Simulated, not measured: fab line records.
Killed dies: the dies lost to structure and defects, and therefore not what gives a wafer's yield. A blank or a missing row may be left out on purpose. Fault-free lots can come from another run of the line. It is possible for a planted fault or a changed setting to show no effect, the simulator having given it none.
A struck lot beside a sound one    flow n5_finfet    24 steps out of a route of 1938
Sound: the wafers L707.2, L707.4, L707.6. Struck: wafers L712.4, L712.5, L712.6. The cause is given at the end.
For every step that has rows: the tool of each side, followed by ch and its chambers, followed by its first start. Under that, the readings that differ: sound wafers    struck wafers    difference of the means    sigmas: that difference in standard deviations of wafers without a fault.
alike: readings whose means differ by less than 2 such deviations, and words and numbers that are the same on both sides. not compared: withheld readings, readings that some wafer has no value for, bounds like >300 that may hide the same value, and numbers for which the record gives no deviation and whose values overlap.
The two part at a step that has a row with sigmas, a row that says differs or no value, or rows on one side only. Numbers that don't overlap but have no deviation are shown without sigmas and don't part them. A reading that every wafer of one side lacks parts them only if that side has two wafers or more.

first, 11 steps without rows for these wafers: N5_BEOL_M7_ETCH_62 (etches SOC in N2/H2, target depth 110 nm, overetch 22 nm, time 165 s); N5_BEOL_M7_STRIP_68 (strips in N2/H2); N5_BEOL_M7_STRIP_67 (strips in CF4); N5_BEOL_M7_HM_OPEN_17 (chemistry Cl2/BCl3, target TiN, target depth 20 nm, overetch 6 nm); N5_BEOL_M7_STRIP_19 (strips in O2); N5_BEOL_M7_COAT_63 (time 60 s, resist thk 60 nm); N5_BEOL_M7_COAT_64 (time 60 s, resist thk 12 nm); N5_BEOL_M7_COAT_71 (time 60 s, resist thk 5 nm); N5_BEOL_M7_COAT_22 (resist thk 30 nm); N5_BEOL_M7_EBR_24; N5_BEOL_M7_SOFTBAKE_23 (time 60 s).
N5_BEOL_M7_EXPOSE_25: exposes mask V6, target cd 40 nm.
  sound on euv_scanner-01 ch 0, day 9 21:05; struck on euv_scanner-01 ch 0, day 11 10:30
reading               sound              struck             difference  sigmas
exposure_dose_mJ_cm2  42.46 42.51 42.55  47.17 47.20 47.18  +4.68       +78
  alike: mask, stage_msd_nm
then, 2 steps without rows for these wafers: N5_BEOL_M7_PEB_26 (peb time 60 s); N5_BEOL_M7_DEVELOP_27 (develop time 30 s).
N5_BEOL_M7_CD_MEAS_28: the cd target is 40 nm.
  sound on cd_sem-01 ch 0, day 9 21:13; struck on cd_sem-02 ch 0, day 11 10:37
reading     sound              struck             difference  sigmas
cd_nm (nm)  40.25 40.41 40.06  42.11 42.12 41.96  +1.82       +7
N5_BEOL_M7_DESCUM_33: chemistry O2, time 7 s.
  sound on rie_diel-04 ch 2,3, day 9 21:20; struck on rie_diel-04 ch 0,2,3, day 11 10:45
reading                   sound           struck        difference  sigmas
model.BEOL_M7.cd_nm (nm)  40.2 40.2 39.8  42 42.4 42.2  +2          
  alike: drypump_motor_current_A, oes_product_au, rf_vpp_V, showerhead_plenum_p_Torr, throttle_valve_pct
  not compared: rf_hours_counter_h
then, 5 steps without rows for these wafers: N5_BEOL_M7_ETCH_72 (etches underlayer in N2/H2, target depth 6.5 nm, time 5.2 s); N5_BEOL_M7_ETCH_65 (etches SiARC in CF4, target depth 15.6 nm, time 26 s); N5_BEOL_M7_ETCH_66 (etches SOC in N2/H2, target depth 80 nm, overetch 16 nm, time 120 s); N5_BEOL_M7_STRIP_69 (strips in N2/H2); N5_BEOL_M7_STRIP_73 (strips in N2/H2).
N5_BEOL_M7_VIA_ETCH_34: etches SiCOH lowk in C4F6/O2, target depth 125.5 nm, time 50.5 s.
  sound on rie_diel-04 ch 2,3, day 9 21:31; struck on rie_diel-04 ch 0,2,3, day 11 10:56
reading                   sound           struck          difference  sigmas
model.BEOL_M7.cd_nm (nm)  40.4 39.8 39.6  41.6 42.4 42.6  +2.3        
  alike: drypump_motor_current_A, oes_f_703_au, oes_product_au, rf_vpp_V, showerhead_plenum_p_Torr, throttle_valve_pct
  not compared: rf_hours_counter_h
then, 2 steps without rows for these wafers: N5_BEOL_M7_STRIP_76 (strips in C4F6/O2); N5_PASSIVATION_PROBE_49.

WHERE THEY PART
At N5_BEOL_M7_EXPOSE_25 first; at N5_BEOL_M7_CD_MEAS_28 last (within this record only). Later steps at which nothing parts them and some readings are alike: N5_BEOL_M7_DESCUM_33, N5_BEOL_M7_VIA_ETCH_34.

WHY: the cause the simulator had injected
Process parameters drifting: euv_scanner-01 at N5_BEOL_M7_EXPOSE_25, beginning at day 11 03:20. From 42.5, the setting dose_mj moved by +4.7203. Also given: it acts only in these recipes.
